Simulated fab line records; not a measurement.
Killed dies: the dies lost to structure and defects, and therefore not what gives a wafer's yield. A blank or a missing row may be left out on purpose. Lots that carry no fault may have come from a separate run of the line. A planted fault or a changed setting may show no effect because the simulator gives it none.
Commonality check across tools    flow nand harc    Lots sampled 12, wafers sampled 36

## WHY THIS WAS OPENED
Flagged at NHARC_A_ONON_D1_THK_MEAS_18: reading thk nm, on 2 of 12 lots. Fault-free wafers read 1001 nm, with a standard deviation of 12.
Rule: a lot is flagged in two cases, either no wafer of it has a number, or all its wafers with numbers fall more than 4 standard deviations from that mean. The rest of the lots are taken to be sound.

lot   measured      on             thk nm (nm), wafer by wafer  flag
L512  day 8 07:13   film metro-02  994 996 994                  
L514  day 8 12:25   film metro-01  1009 1007 1007               
L513  day 8 12:29   film metro-01  997 997 998                  
L519  day 9 11:27   film metro-02  1001 1002 1003               
L522  day 10 02:10  film metro-02  827 828 830                  FLAGGED
L524  day 11 05:58  film metro-02  1019 1019 1017               
L523  day 11 05:59  film metro-01  833 833 830                  FLAGGED
L527  day 11 22:08  film metro-01  1016 1017 1016               
L528  day 12 01:34  film metro-01  1022 1022 1020               
L529  day 12 01:35  film metro-02  995 996 996                  
L534  day 13 08:46  film metro-01  984 986 987                  
L535  day 13 18:43  film metro-02  990 987 989                  
The mean of the flagged lots' numbers is 830 nm, -171 nm from the usual (-14 standard deviations).

## WHICH TOOL EACH LOT WENT THROUGH
2 process steps preceding the reading are held in the record, out of 1159 steps in the route. Each cell gives the tool, then ch followed by the chambers the sampled wafers passed through, then the start.
lot   flag     NHARC_P_BONDPAD_CMP_19         NHARC_A_ONON_D1_DEP_16
L512           cmp-02 ch 0,2,3, day 6 20:55   pecvd onon-02 ch 0, day 8 06:43
L514           cmp-02 ch 0,1,3, day 7 03:25   pecvd onon-04 ch 0, day 8 11:54
L513           cmp-04 ch 0,2,3, day 7 02:20   pecvd onon-03 ch 0, day 8 11:59
L519           cmp-02 ch 0,3, day 8 03:24     pecvd onon-04 ch 0, day 9 10:59
L522  FLAGGED  cmp-04 ch 1,2,3, day 8 14:04   pecvd onon-03 ch 0, day 10 01:42
L524           cmp-04 ch 0,1, day 9 20:47     pecvd onon-02 ch 0, day 11 05:32
L523  FLAGGED  cmp-04 ch 1,2,3, day 9 19:11   pecvd onon-03 ch 0, day 11 05:38
L527           cmp-03 ch 2,3, day 10 11:43    pecvd onon-02 ch 0, day 11 21:37
L528           cmp-03 ch 0,2,3, day 10 16:35  pecvd onon-04 ch 0, day 12 01:11
L529           cmp-02 ch 1,2,3, day 10 14:45  pecvd onon-02 ch 0, day 12 01:04
L534           cmp-04 ch 2,3, day 11 23:05    pecvd onon-04 ch 0, day 13 08:22
L535           cmp-02 ch 1,2,3, day 12 03:44  pecvd onon-02 ch 0, day 13 18:12
What these steps do:
- NHARC_P_BONDPAD_CMP_19: polishes, t overpolish 30 s, cu recess touch 16 s, target thk 160.81 nm.
- NHARC_A_ONON_D1_DEP_16: target thk 1000 nm.
- NHARC_A_ONON_D1_THK_MEAS_18: measures by ellipsometry.

## FLAGGED AGAINST TOTAL, ONE TOOL AT A TIME (gauges that did the reading follow at the end)
step                         tool           lots run  flagged  share of the flagged lots  sound lots run after its first flagged lot
NHARC_P_BONDPAD_CMP_19       cmp-02         5         0        none                       -
NHARC_P_BONDPAD_CMP_19       cmp-03         2         0        none                       -
NHARC_P_BONDPAD_CMP_19       cmp-04         5         2        all                        2 (L524,L534)
NHARC_A_ONON_D1_DEP_16       pecvd onon-02  5         0        none                       -
NHARC_A_ONON_D1_DEP_16       pecvd onon-03  3         2        all                        0
NHARC_A_ONON_D1_DEP_16       pecvd onon-04  4         0        none                       -
NHARC_A_ONON_D1_THK_MEAS_18  film metro-01  6         1        some                       3 (L527,L528,L534)
NHARC_A_ONON_D1_THK_MEAS_18  film metro-02  6         1        some                       3 (L524,L529,L535)

## WHAT IS ALLOWED BY THE TABLE
cmp-04 at NHARC_P_BONDPAD_CMP_19 and pecvd onon-03 at NHARC_A_ONON_D1_DEP_16 are the 2 rows of the table that ran each flagged lot.
- cmp-04 at NHARC_P_BONDPAD_CMP_19: 2 of its 5 lots flagged. Sound lots ran on it after the first flagged one (L524, L534), which a lasting fault on the whole tool wouldn't allow.
- pecvd onon-03 at NHARC_A_ONON_D1_DEP_16: 2 of its 3 lots flagged. Last sound lot L513 at day 8 11:59, first flagged lot L522 at day 10 01:42; a fault beginning in between fits.
Left over: one tool, pecvd onon-03 at NHARC_A_ONON_D1_DEP_16.

## WHAT THE SIMULATOR PUT IN
Site profile drift: pecvd onon-03, from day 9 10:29 on, at NHARC_A_ONON_D1_DEP_16. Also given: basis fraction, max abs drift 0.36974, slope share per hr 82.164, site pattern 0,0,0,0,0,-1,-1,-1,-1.
Shown lots that were struck: L522, L523. The rule above found the same.
